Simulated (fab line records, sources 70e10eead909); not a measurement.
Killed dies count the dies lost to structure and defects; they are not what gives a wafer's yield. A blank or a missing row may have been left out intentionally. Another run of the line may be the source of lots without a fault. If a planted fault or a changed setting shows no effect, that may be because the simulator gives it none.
fab line records    flow nand-harc
record: lots: 12  wafers: 33  last-day: 34
route steps=1302 shown A_CONTACT@1092 A_BLC@1112 END@1302
lots with no fault: from the same line, run without faults
start-h: start of the lot's first displayed wafer, in hours after the record's first day    wait-h: hours elapsed since this lot's preceding step    " the same as in the row above    L1.1+2: a row that stands for several wafers    - value missing, or start not given    * or withheld: withheld    < > ~ a bound
route shown NAME@n: NAME is a module with steps in the file, n the number in the route of the first one    usual: the fault-free wafers' mean and standard deviation    same: alike in all rows    chamber/n: place in a boat    sites: per-site readings    _std_site: the values' standard deviation    _edge_site: inner sites' mean taken away from outer sites' mean    radius-mm: for every site, how far away it sits from the centre of the wafer    mask NAME#n: copy n    behind: the tool/chamber that last shaped the wafer    hold: what put the lot on hold/how long, in hours/how the hold closed    device: transistor that didn't switch, given as n, p or np    end of line: the tests these same wafers got at the end of their route    where a step has no rows: the recipe by itself    killed: the dies lost at the first sort to structure and to defects; this is not the yield of the wafer    map: dies across one wafer; x = killed, . = not, _ = none there
set.NAME: setting as actually run; set.NAME@STEP: the setting as run at that earlier step    model.NAME: the simulator's own value behind a step, which no gauge read
route steps across a sampled set of lots; one table per step, one row per wafer
services: when a tool's chamber went out of use (start-h, in hours from the record's first day, below 0 if earlier), for how many hours, and the reason
== steps ==
step: NHARC_A_CONTACT_ETCH_92
recipe: target-depth-a: 400  over-etch-frac: 0.5  time-s: 85.7  ion-energy-ev: 120  ch3f-flow-sccm: 50  o2-flow-sccm: 30  ar-flow-sccm: 200  rf-w: 500  bias-w: 100  chemistry: CH3F/O2
usual: drypump-motor-current-A: 5.8/0.4  oes-product-au: 0.94/0.036  rf-vpp-V: 244.7/1.6  showerhead-plenum-p-Torr: 2.48/0.1  throttle-valve-pct: 20.662/0.0084
lot.wafer  tool         chamber  start-h  wait-h  drypump-motor-current-A  oes-product-au  rf-hours-counter-h  rf-vpp-V  showerhead-plenum-p-Torr  throttle-valve-pct
L788.2     rie-diel-13  3        514.44   0.5     5.6                      0.93            58                  241.8     2.28                      20.646
L788.1     "            0        "        "       6.3                      0.92            55                  245.4     2.50                      20.656
L788.6     "            2        "        "       6.5                      0.94            -                   242.3     2.43                      20.651
L787.1     rie-diel-02  3        518.33   0.5     5.5                      0.94            23                  245.7     2.57                      20.672
L787.2     "            0        "        "       5.5                      0.91            22                  244.5     2.53                      20.665
L787.6     "            2        "        "       5.9                      0.93            -                   244.4     2.35                      20.658
L790.1     rie-diel-13  2        543.63   0.5     6.5                      0.92            9                   244.1     2.43                      20.664
L790.4     "            3        "        "       5.6                      0.93            8                   247.1     2.66                      20.671
L790.2     "            1        "        "       6.4                      0.92            8                   246.5     2.64                      20.659
L792.4     rie-diel-02  0        557.25   0.4     5.5                      0.99            29                  246.3     2.53                      20.658
L792.3     "            1        "        "       5.2                      1.00            20                  245.6     2.45                      20.662
L792.2     "            2        "        "       5.8                      1.00            29                  242.0     2.35                      20.667
L793.4     rie-diel-02  1        568.44   0.4     5.3                      1.00            21                  242.7     2.45                      20.667
L793.2     "            0        "        "       5.5                      0.99            29                  245.3     2.53                      20.672
L793.6     "            1        "        "       5.2                      1.01            -                   243.4     2.45                      20.656
L795.1     rie-diel-13  2        597.88   0.5     6.5                      0.92            23                  245.6     2.42                      20.663
L795.4     "            3        "        "       5.6                      0.92            25                  247.3     2.65                      20.654
L795.5     "            3        "        "       5.6                      0.92            -                   247.1     2.65                      20.671
L798.2     rie-diel-02  0        620.43   0.5     5.5                      0.97            9                   245.5     2.53                      20.656
L798.3     "            1        "        "       5.2                      1.00            8                   243.8     2.44                      20.672
L798.5     "            1        "        "       5.2                      1.01            -                   242.7     2.44                      20.667
L800.1     rie-diel-02  2        650.47   0.5     5.9                      0.90            12                  244.1     2.34                      20.677
L800.2     "            3        "        "       5.5                      0.93            12                  246.2     2.57                      20.657
L800.5     "            2        "        "       5.9                      0.90            -                   242.0     2.34                      20.659
L801.1     rie-diel-02  2        652.46   0.5     5.9                      0.90            13                  243.2     2.34                      20.659
L801.3     "            3        "        "       5.5                      0.93            12                  246.3     2.56                      20.667
L801.4     "            2        "        "       5.9                      0.90            -                   242.6     2.34                      20.647
L806.5     rie-diel-03  0        712.01   0.4     6.2                      0.92            -                   243.8     2.36                      20.660
L806.6     "            1        "        "       6.2                      0.91            -                   246.1     2.63                      20.669
L809.1     rie-diel-02  1        728.18   0.5     5.2                      0.92            24                  245.3     2.44                      20.658
L809.6     "            2        "        "       5.9                      0.90            -                   243.3     2.34                      20.668
L808.1     rie-diel-02  0        737.14   0.5     5.5                      0.93            23                  245.7     2.52                      20.658
L808.6     "            3        "        "       5.5                      0.94            -                   246.6     2.56                      20.658
step: NHARC_A_BLC_SOFTBAKE_05
recipe: temp-c: 105  time-s: 55
usual: chill-plate-temp-C: 23.02/0.093  heater-power-total-W: 188.45/0.13
lot.wafer  tool            chamber  start-h  wait-h  chill-plate-temp-C  heater-power-total-W
L788.1     litho-track-06  0        517      -       22.99               188.28
L788.2     "               0        "        "       23.13               188.68
L788.6     "               0        "        "       23.14               188.38
L787.1     litho-track-04  0        521      -       22.97               188.75
L787.2     "               0        "        "       23.12               188.39
L787.6     "               0        "        "       22.95               188.45
L790.1     litho-track-04  0        546      -       22.83               188.43
L790.2     "               0        "        "       22.98               188.56
L790.4     "               0        "        "       22.91               188.39
L792.2     litho-track-06  0        559      -       23.03               188.52
L792.3     "               0        "        "       23.07               188.33
L792.4     "               0        "        "       23.05               188.44
L793.2     litho-track-01  0        571      -       22.99               188.61
L793.4     "               0        "        "       22.93               188.33
L793.6     "               0        "        "       23.06               188.36
L795.1     litho-track-04  0        600      -       23.11               188.27
L795.4     "               0        "        "       22.99               188.44
L795.5     "               0        "        "       23.11               188.34
L798.2     litho-track-06  0        623      -       23.09               188.44
L798.3     "               0        "        "       23.13               188.34
L798.5     "               0        "        "       23.05               188.27
L800.1     litho-track-04  0        653      -       22.89               188.49
L800.2     "               0        "        "       22.96               188.54
L800.5     "               0        "        "       22.89               188.37
L801.1     litho-track-01  0        655      -       23.00               188.33
L801.3     "               0        "        "       23.18               188.49
L801.4     "               0        "        "       23.00               188.35
L806.5     litho-track-01  0        714      -       23.02               219.52
L806.6     "               0        "        "       23.01               188.47
L809.1     litho-track-01  0        730      -       23.00               219.06
L809.6     "               0        "        "       22.98               188.43
L808.1     litho-track-01  0        740      -       23.02               219.27
L808.6     "               0        "        "       22.90               188.32
step: NHARC_A_BLC_ETCH_16
recipe: target-depth-a: 390  over-etch-frac: 0.3  time-s: 65  ion-energy-ev: 80  cf4-flow-sccm: 150  ar-flow-sccm: 0  rf-w: 300  bias-w: 100  chemistry: CF4
usual: drypump-motor-current-A: 5.7/0.39  oes-product-au: 1.005/0.014  rf-vpp-V: 151.8/1  showerhead-plenum-p-Torr: 1.82/0.061  throttle-valve-pct: 13.283/0.01
lot.wafer  tool         chamber  start-h  wait-h  drypump-motor-current-A  oes-product-au  rf-hours-counter-h  rf-vpp-V  showerhead-plenum-p-Torr  throttle-valve-pct
L788.2     rie-diel-11  0        517.75   0.1     5.9                      0.997           7.1                 151.9     1.87                      13.273
L788.1     "            2        "        "       5.6                      0.986           7.8                 151.9     1.86                      13.283
L788.6     "            1        "        "       5.1                      1.035           -                   149.7     1.70                      13.258
L787.2     rie-diel-11  3        522.62   0.1     5.8                      0.985           7.9                 150.7     1.76                      13.281
L787.1     "            0        "        "       5.9                      0.994           7.8                 153.5     1.87                      13.292
L787.6     "            2        "        "       5.5                      0.979           -                   152.9     1.86                      13.287
L790.1     rie-diel-11  2        547.08   0.1     5.6                      0.997           11.0                154.1     1.86                      13.288
L790.2     "            3        "        "       5.8                      0.984           9.4                 151.4     1.76                      13.296
L790.4     "            1        "        "       5.1                      1.022           9.2                 149.6     1.70                      13.281
L792.2     rie-diel-07  3        560.57   0.1     5.7                      0.997           3.6                 153.3     1.88                      13.291
L792.3     "            1        "        "       5.9                      1.012           4.6                 152.5     1.79                      13.289
L792.4     "            1        "        "       5.9                      0.995           -                   151.4     1.79                      13.290
L793.4     rie-diel-07  2        571.74   0.1     5.4                      1.021           4.7                 151.8     1.81                      13.285
L793.2     "            1        "        "       5.9                      1.008           5.4                 152.4     1.79                      13.275
L793.6     "            3        "        "       5.7                      1.009           -                   151.8     1.88                      13.284
L795.1     rie-diel-11  0        601.42   0.1     5.9                      0.992           12.4                152.0     1.87                      13.282
L795.4     "            2        "        "       5.6                      0.993           -                   150.9     1.86                      13.295
L795.5     "            0        "        "       5.9                      0.990           -                   150.6     1.87                      13.283
L798.2     rie-diel-07  1        624.14   0.1     6.0                      1.001           8.5                 151.2     1.79                      13.274
L798.3     "            3        "        "       5.7                      1.008           8.2                 152.7     1.88                      13.270
L798.5     "            1        "        "       5.9                      1.003           -                   152.3     1.79                      13.265
L800.1     rie-diel-11  1        653.93   0.1     5.1                      0.997           3.5                 149.6     1.69                      13.282
L800.2     "            3        "        "       5.7                      1.016           2.6                 151.1     1.76                      13.287
L800.5     "            0        "        "       5.9                      0.993           -                   151.6     1.87                      13.286
L801.3     rie-diel-11  1        656.51   0.1     5.1                      1.012           4.4                 150.3     1.69                      13.293
L801.1     "            2        "        "       5.6                      1.006           3.9                 151.9     1.86                      13.270
L801.4     "            0        "        "       5.9                      1.007           4.2                 153.2     1.87                      13.279
L806.6     rie-diel-07  2        715.50   0.1     5.5                      1.012           -                   153.3     1.80                      13.269
L806.5     "            3        "        "       5.7                      0.989           -                   151.8     1.88                      13.304
L809.1     rie-diel-07  1        731.67   0.1     5.9                      1.008           3.9                 152.3     1.79                      13.287
L809.6     "            1        "        "       5.9                      1.009           -                   151.6     1.79                      13.282
L808.1     rie-diel-07  0        741.09   0.1     6.5                      1.021           5.2                 152.3     1.87                      13.285
L808.6     "            3        "        "       5.7                      0.987           -                   151.1     1.88                      13.277
step: NHARC_A_BLC_ETCH_17
recipe: target-depth-a: 3900  over-etch-frac: 0.25  time-s: 609.38  ion-energy-ev: 200  n2-flow-sccm: 150  h2-flow-sccm: 150  ar-flow-sccm: 0  rf-w: 400  bias-w: 150  chemistry: N2/H2
usual: drypump-motor-current-A: 5.8/0.39  oes-product-au: 1.006/0.012  rf-vpp-V: 432.3/2.4  showerhead-plenum-p-Torr: 2.11/0.077  throttle-valve-pct: 14.171/0.0091
lot.wafer  tool         chamber  start-h  wait-h  drypump-motor-current-A  oes-product-au  rf-hours-counter-h  rf-vpp-V  showerhead-plenum-p-Torr  throttle-valve-pct
L788.1     rie-diel-11  0        -        -       5.9                      0.998           7.2                 433.8     2.17                      14.170
L788.2     "            1        "        "       5.1                      1.019           6.3                 427.7     1.95                      14.168
L788.6     "            3        "        "       5.7                      0.994           -                   430.6     2.03                      14.175
L787.1     rie-diel-11  1        -        -       5.1                      1.023           7.2                 427.1     1.95                      14.183
L787.2     "            3        "        "       5.8                      0.985           8.0                 429.2     2.03                      14.180
L787.6     "            2        "        "       5.6                      0.988           -                   435.0     2.16                      14.169
L790.1     rie-diel-11  2        -        -       5.6                      0.989           11.1                433.7     2.16                      14.180
L790.4     "            0        "        "       5.9                      0.991           9.3                 434.8     2.17                      14.190
L790.2     "            1        "        "       5.1                      1.014           9.2                 428.5     1.95                      14.196
L792.3     rie-diel-07  2        -        -       5.4                      1.011           4.1                 431.4     2.09                      14.159
L792.2     "            3        "        "       5.7                      1.016           3.7                 435.1     2.19                      14.172
L792.4     "            1        "        "       5.9                      1.011           -                   430.8     2.07                      14.165
L793.2     rie-diel-07  3        -        -       5.7                      1.008           4.4                 435.3     2.19                      14.171
L793.4     "            1        "        "       6.0                      1.011           5.5                 430.3     2.07                      14.174
L793.6     "            3        "        "       5.6                      1.005           -                   435.8     2.19                      14.159
L795.1     rie-diel-11  2        -        -       5.6                      0.991           15.1                434.6     2.15                      14.164
L795.5     "            2        "        "       5.6                      1.001           -                   433.5     2.15                      14.166
L795.4     "            0        "        "       5.9                      1.002           -                   433.8     2.17                      14.154
L798.2     rie-diel-07  2        -        -       5.5                      1.013           8.2                 431.2     2.09                      14.152
L798.3     "            0        "        "       6.5                      1.009           7.9                 434.4     2.18                      14.175
L798.5     "            2        "        "       5.4                      1.001           -                   432.5     2.09                      14.161
L800.1     rie-diel-11  0        -        -       5.9                      0.995           3.3                 434.2     2.17                      14.167
L800.2     "            1        "        "       5.1                      1.008           3.6                 427.8     1.94                      14.174
L800.5     "            0        "        "       5.9                      0.998           -                   434.8     2.17                      14.162
L801.3     rie-diel-11  3        -        -       5.8                      1.022           3.8                 430.9     2.02                      14.162
L801.1     "            0        "        "       5.9                      0.997           4.3                 435.1     2.17                      14.170
L801.4     "            2        "        "       5.6                      1.016           4.0                 433.9     2.15                      14.186
L806.5     rie-diel-07  0        -        -       6.5                      1.013           -                   435.4     2.17                      14.193
L806.6     "            1        "        "       6.0                      0.989           -                   432.2     2.07                      14.163
L809.1     rie-diel-07  0        -        -       6.5                      1.022           3.8                 434.1     2.17                      14.170
L809.6     "            1        "        "       5.9                      0.999           -                   430.3     2.07                      14.162
L808.1     rie-diel-07  2        -        -       5.5                      1.014           4.6                 431.2     2.08                      14.172
L808.6     "            3        "        "       5.7                      0.986           -                   433.6     2.18                      14.185
step: NHARC_END_SORT_01
recipe: temp-c: 25
usual: killed-at-array: 63/27  killed-at-other: 0.7/1.2  killed-at-periphery: 3.1/2  killed-dies: 67/28  killed-open: 3.0/1.9  killed-short: 2.2/1.5
same: gross-dies: 677
lot.wafer  tool       chamber  start-h  wait-h  killed-at-array  killed-at-other  killed-at-periphery  killed-dies  killed-open  killed-short
L801.4     prober-02  0        701.64   3.4     54               0                5                    59           3            1
killed by level:class
L801.4 A_SLIT:chamber-film-flake=30 A_CHANNEL_HOLE_D1:chamber-film-flake=8 A_CONTACT:chamber-film-flake=5 A_BLC:chamber-film-flake=4 P_GATE:chamber-film-flake=2 P_M1:chamber-film-flake=2 P_M0:geometric-particle:open=1 A_ONON_D2:geometric-particle:open=1
== services ==
tool            chamber  start-h  hours  kind
litho-track-01  -        505.00   7.0    pm
rie-diel-02     3        505.76   4.4    repair
rie-diel-13     1        511.94   4.5    repair
rie-diel-11     2        512.38   2.8    repair
rie-diel-13     -        519.68   9.0    pm
litho-track-06  -        529.00   7.0    pm
litho-track-04  -        553.00   7.0    pm
rie-diel-07     -        553.94   0.2    repair
rie-diel-07     0        556.27   7.9    repair
rie-diel-02     -        570.79   9.0    pm
rie-diel-11     3        601.21   6.4    repair
rie-diel-07     0        603.09   6.5    repair
rie-diel-11     -        609.50   9.0    pm
rie-diel-13     0        613.37   7.5    repair
rie-diel-07     3        617.93   2.6    repair
rie-diel-13     0        632.18   10.7   repair
rie-diel-13     1        639.12   3.0    repair
rie-diel-02     0        646.66   9.8    repair
rie-diel-07     -        648.39   9.0    pm
rie-diel-02     3        671.29   9.8    repair
litho-track-01  -        680.00   7.0    pm
rie-diel-07     -        684.23   1.0    repair
rie-diel-07     3        700.45   2.8    repair
litho-track-04  -        728.00   7.0    pm
== key ==
first-sign: step: NHARC_A_BLC_SOFTBAKE_05  reading: heater-power-total-W  direction: up  sigmas: 99+  usual: *  struck: *
effect none on later readings
met-at NHARC_A_BLC_SOFTBAKE_05
struck-lots L806,L808,L809
struck-wafers L806.5,L808.1,L809.1
tester-left-out L806,L808,L809
not-acting-at NHARC_A_CONTACT_ETCH_92,NHARC_A_BLC_ETCH_16,NHARC_A_BLC_ETCH_17
onset-between 655 714
fault: kind: process-parameter-drift  tool: litho-track-01  chamber: -  onset-h: 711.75  steps: NHARC_A_BLC_SOFTBAKE_05  channel: time-s  offset: *  shape: step  end-h: 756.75  scope: struck-wafers-only  acts-in: *  stated: *
tester-left-out: of these lots the tester's yield and bins aren't shown, on N5 and GAA mostly nor the transistor test; their killed dies are dies lost to structure and defects alone, not to doping, threshold or leakage, so they don't give the yield
